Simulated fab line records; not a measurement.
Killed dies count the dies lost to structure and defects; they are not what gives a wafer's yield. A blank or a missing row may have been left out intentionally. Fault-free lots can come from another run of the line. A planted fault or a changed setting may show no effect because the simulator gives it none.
Which tool did it? / flow nand harc / 13 lots, 39 wafers sampled, at 5 steps of a route of 1302

## WHAT THE GAUGES SHOWED, per wafer
NHARC_A_ONON_D2_THK_MEAS_24: measures by ellipsometry. Usual: thk nm reads 1004 nm (standard deviation 8.6).
lot=L653; measured=day 12 01:50; on=film metro-01; thk nm (nm)=1003 1002 1000; flag=
lot=L656; measured=day 13 08:31; on=film metro-01; thk nm (nm)=1019 1018 1018; flag=
lot=L657; measured=day 13 22:29; on=film metro-01; thk nm (nm)=995 996 998; flag=
lot=L655; measured=day 14 10:28; on=film metro-02; thk nm (nm)=996 999 997; flag=
lot=L658; measured=day 14 10:28; on=film metro-01; thk nm (nm)=1006 1005 1006; flag=
lot=L660; measured=day 15 17:33; on=film metro-01; thk nm (nm)=1001 1002 1001; flag=
lot=L659; measured=day 15 17:32; on=film metro-01; thk nm (nm)=989 990 992; flag=
lot=L661; measured=day 15 21:04; on=film metro-01; thk nm (nm)=1018 1018 1020; flag=
lot=L662; measured=day 16 09:46; on=film metro-01; thk nm (nm)=1011 1013 1012; flag=
lot=L663; measured=day 16 09:47; on=film metro-02; thk nm (nm)=1016 1017 1017; flag=
lot=L664; measured=day 17 04:25; on=film metro-01; thk nm (nm)=995 997 997; flag=
lot=L669; measured=day 18 22:57; on=film metro-02; thk nm (nm)=1595 1594 1006; flag=OFF
lot=L673; measured=day 20 20:35; on=film metro-01; thk nm (nm)=995 994 996; flag=

NHARC_END_SORT_01. Usual: killed at array 62, standard deviation 18; killed at other 0.9, standard deviation 1.2; killed at periphery 4.2, standard deviation 2.9; killed dies 67, standard deviation 17; killed open 3.6, standard deviation 1.9; killed short 2.5, standard deviation 1.6.
lot=L657; measured=day 26 18:09; on=prober-01; killed at array=69 80 67; killed at other=1 0 0; killed at periphery=3 3 5; killed dies=73 83 72; killed open=5 4 9; killed short=4 2 1; flag=
lot=L659; measured=day 27 00:48; on=prober-02; killed at array=80 93 89; killed at other=0 0 0; killed at periphery=4 1 4; killed dies=84 94 93; killed open=2 3 6; killed short=2 0 4; flag=
lot=L662; measured=day 27 23:34; on=prober-02; killed at array=72 75 73; killed at other=0 0 0; killed at periphery=1 1 1; killed dies=73 76 74; killed open=4 1 3; killed short=1 5 2; flag=
lot=L669; measured=day 30 13:56; on=prober-01; killed at array=674 672 81; killed at other=0 0 3; killed at periphery=3 5 6; killed dies=677 677 90; killed open=6 7 7; killed short=4 2 0; flag=OFF

## TOOL THAT RAN EACH LOT (tool first, then ch and the chambers of the sampled wafers, then the start)
lot=L653; NHARC_A_CHANNEL_FILL_D1_CMP_10=cmp-03 ch 1,2,3, day 10 01:13; NHARC_A_ONON_D2_DEP_22=pecvd onon-03 ch 0, day 12 01:26; NHARC_A_CHANNEL_HOLE_D2_DEP_01=pecvd-01 ch 0,1,2, day 12 08:16
lot=L656; NHARC_A_CHANNEL_FILL_D1_CMP_10=cmp-01 ch 1,2,3, day 11 11:07; NHARC_A_ONON_D2_DEP_22=pecvd onon-02 ch 0, day 13 08:01; NHARC_A_CHANNEL_HOLE_D2_DEP_01=pecvd-03 ch 0,2, day 13 12:31
lot=L657; NHARC_A_CHANNEL_FILL_D1_CMP_10=cmp-01 ch 2,3, day 12 00:30; NHARC_A_ONON_D2_DEP_22=pecvd onon-03 ch 0, day 13 22:02; NHARC_A_CHANNEL_HOLE_D2_DEP_01=pecvd-01 ch 1,2, day 14 02:45
lot=L655; NHARC_A_CHANNEL_FILL_D1_CMP_10=cmp-01 ch 1,2,3, day 12 07:31; NHARC_A_ONON_D2_DEP_22=pecvd onon-02 ch 0, day 14 10:04; NHARC_A_CHANNEL_HOLE_D2_DEP_01=pecvd-03 ch 1,2, day 14 14:10
lot=L658; NHARC_A_CHANNEL_FILL_D1_CMP_10=cmp-01 ch 0,1,3, day 12 11:02; NHARC_A_ONON_D2_DEP_22=pecvd onon-03 ch 0, day 14 09:58; NHARC_A_CHANNEL_HOLE_D2_DEP_01=pecvd-04 ch 0,1, day 14 14:08
lot=L660; NHARC_A_CHANNEL_FILL_D1_CMP_10=cmp-04 ch 0,1,2, day 13 13:49; NHARC_A_ONON_D2_DEP_22=pecvd onon-03 ch 0, day 15 17:06; NHARC_A_CHANNEL_HOLE_D2_DEP_01=pecvd-01 ch 0,2, day 15 23:43
lot=L659; NHARC_A_CHANNEL_FILL_D1_CMP_10=cmp-03 ch 2,3, day 13 13:49; NHARC_A_ONON_D2_DEP_22=pecvd onon-04 ch 0, day 15 17:02; NHARC_A_CHANNEL_HOLE_D2_DEP_01=pecvd-01 ch 0,2, day 15 21:50
lot=L661; NHARC_A_CHANNEL_FILL_D1_CMP_10=cmp-03 ch 2,3, day 13 23:21; NHARC_A_ONON_D2_DEP_22=pecvd onon-03 ch 0, day 15 20:33; NHARC_A_CHANNEL_HOLE_D2_DEP_01=pecvd-01 ch 0,2, day 16 04:25
lot=L662; NHARC_A_CHANNEL_FILL_D1_CMP_10=cmp-04 ch 0,1,3, day 14 08:05; NHARC_A_ONON_D2_DEP_22=pecvd onon-03 ch 0, day 16 09:16; NHARC_A_CHANNEL_HOLE_D2_DEP_01=pecvd-03 ch 0,1, day 16 13:25
lot=L663; NHARC_A_CHANNEL_FILL_D1_CMP_10=cmp-03 ch 1,3, day 14 08:07; NHARC_A_ONON_D2_DEP_22=pecvd onon-04 ch 0, day 16 09:16; NHARC_A_CHANNEL_HOLE_D2_DEP_01=pecvd-01 ch 0,1,2, day 16 13:28
lot=L664; NHARC_A_CHANNEL_FILL_D1_CMP_10=cmp-04 ch 0,2,3, day 15 05:37; NHARC_A_ONON_D2_DEP_22=pecvd onon-02 ch 0, day 17 03:58; NHARC_A_CHANNEL_HOLE_D2_DEP_01=pecvd-04 ch 1, day 17 13:25
lot=L669; NHARC_A_CHANNEL_FILL_D1_CMP_10=cmp-01 ch 0,2,3, day 17 03:58; NHARC_A_ONON_D2_DEP_22=pecvd onon-02 ch 0, day 18 22:26; NHARC_A_CHANNEL_HOLE_D2_DEP_01=pecvd-01 ch 0, day 19 04:04
lot=L673; NHARC_A_CHANNEL_FILL_D1_CMP_10=cmp-04 ch 2,3, day 18 20:53; NHARC_A_ONON_D2_DEP_22=pecvd onon-03 ch 0, day 20 20:08; NHARC_A_CHANNEL_HOLE_D2_DEP_01=pecvd-04 ch 0,1,2, day 21 01:05
- NHARC_A_CHANNEL_FILL_D1_CMP_10: polishes, target thk 150 nm.
- NHARC_A_ONON_D2_DEP_22: target thk 1000 nm.
- NHARC_A_CHANNEL_HOLE_D2_DEP_01: deposits SiON, target thk 140 nm.

## WHAT THE TOOLS THEMSELVES READ (means of the sampled wafers that have a number; where no wafer has one, the mark that the record gives instead)
NHARC_A_CHANNEL_FILL_D1_CMP_10. Usual: motor current A 12.0 A, standard deviation 1.3; retaining ring pressure frac 0.999, standard deviation 0.0048; slurry flow ml min 150.0, standard deviation 0.51; time to endpoint s 14.4 s, standard deviation 2.4.
lot=L653; tool=cmp-03; motor current A (A)=12.0; retaining ring pressure frac=1.000; slurry flow ml min=150.0; time to endpoint s (s)=15.3; flag=
lot=L656; tool=cmp-01; motor current A (A)=11.6; retaining ring pressure frac=1.002; slurry flow ml min=150.4; time to endpoint s (s)=14.0; flag=
lot=L657; tool=cmp-01; motor current A (A)=11.6; retaining ring pressure frac=0.995; slurry flow ml min=150.0; time to endpoint s (s)=16.0; flag=
lot=L655; tool=cmp-01; motor current A (A)=12.0; retaining ring pressure frac=0.996; slurry flow ml min=150.0; time to endpoint s (s)=16.0; flag=
lot=L658; tool=cmp-01; motor current A (A)=12.0; retaining ring pressure frac=0.993; slurry flow ml min=150.1; time to endpoint s (s)=14.8; flag=
lot=L660; tool=cmp-04; motor current A (A)=11.6; retaining ring pressure frac=1.000; slurry flow ml min=150.4; time to endpoint s (s)=15.1; flag=
lot=L659; tool=cmp-03; motor current A (A)=12.6; retaining ring pressure frac=1.002; slurry flow ml min=150.6; time to endpoint s (s)=11.1; flag=
lot=L661; tool=cmp-03; motor current A (A)=12.5; retaining ring pressure frac=1.002; slurry flow ml min=150.4; time to endpoint s (s)=14.6; flag=
lot=L662; tool=cmp-04; motor current A (A)=12.8; retaining ring pressure frac=0.999; slurry flow ml min=149.7; time to endpoint s (s)=9.4; flag=
lot=L663; tool=cmp-03; motor current A (A)=11.6; retaining ring pressure frac=0.994; slurry flow ml min=149.6; time to endpoint s (s)=13.1; flag=
lot=L664; tool=cmp-04; motor current A (A)=11.9; retaining ring pressure frac=1.002; slurry flow ml min=149.8; time to endpoint s (s)=11.7; flag=
lot=L669; tool=cmp-01; motor current A (A)=11.7; retaining ring pressure frac=0.998; slurry flow ml min=150.1; time to endpoint s (s)=16.8; flag=
lot=L673; tool=cmp-04; motor current A (A)=11.4; retaining ring pressure frac=0.999; slurry flow ml min=150.1; time to endpoint s (s)=18.6; flag=

NHARC_A_CHANNEL_HOLE_D2_DEP_01. Usual: heater power w 740 W, standard deviation 66; rf fwd power W 348.6 W, standard deviation 0.93.
lot=L653; tool=pecvd-01; heater power w (W)=774; rf fwd power W (W)=347.9; flag=
lot=L656; tool=pecvd-03; heater power w (W)=839; rf fwd power W (W)=349.0; flag=
lot=L657; tool=pecvd-01; heater power w (W)=754; rf fwd power W (W)=348.9; flag=
lot=L655; tool=pecvd-03; heater power w (W)=711; rf fwd power W (W)=347.2; flag=
lot=L658; tool=pecvd-04; heater power w (W)=688; rf fwd power W (W)=348.2; flag=
lot=L660; tool=pecvd-01; heater power w (W)=758; rf fwd power W (W)=348.7; flag=
lot=L659; tool=pecvd-01; heater power w (W)=757; rf fwd power W (W)=347.7; flag=
lot=L661; tool=pecvd-01; heater power w (W)=713; rf fwd power W (W)=348.3; flag=
lot=L662; tool=pecvd-03; heater power w (W)=808; rf fwd power W (W)=347.8; flag=
lot=L663; tool=pecvd-01; heater power w (W)=770; rf fwd power W (W)=349.1; flag=
lot=L664; tool=pecvd-04; heater power w (W)=560; rf fwd power W (W)=349.2; flag=
lot=L669; tool=pecvd-01; heater power w (W)=876; rf fwd power W (W)=349.4; flag=
lot=L673; tool=pecvd-04; heater power w (W)=670; rf fwd power W (W)=347.3; flag=

## THE ANSWER, worked out from the rows above alone
Rule: a lot is off if the mean of its wafers that have a number lies more than 3 standard deviations from the usual mean. Also off: a lot with no number at a reading for which 4 or more lots have one. Where the step has rows for the other lots, those lots are counted as sound. First the gauges in route order, then the tools' own readings, where a lot's mean is used as printed above. The first step at which some lot is off is used, and at that step the reading that is off furthest; a lot without a number counts as furthest.
Off: L669 (NHARC_A_ONON_D2_THK_MEAS_24, thk nm).
If a tool, at a process step before that reading, ran all the lots that are off and no sound lot after the first of them, it fits. Not tried: the gauges at NHARC_A_ONON_D2_THK_MEAS_24; whatever is off there is also off at NHARC_END_SORT_01, on other tools, and gauge error can't account for it. 2 tools fit, cmp-01 at NHARC_A_CHANNEL_FILL_D1_CMP_10 and pecvd onon-02 at NHARC_A_ONON_D2_DEP_22, so this cannot tell which one it is.

## WHAT THE SIMULATOR PUT IN
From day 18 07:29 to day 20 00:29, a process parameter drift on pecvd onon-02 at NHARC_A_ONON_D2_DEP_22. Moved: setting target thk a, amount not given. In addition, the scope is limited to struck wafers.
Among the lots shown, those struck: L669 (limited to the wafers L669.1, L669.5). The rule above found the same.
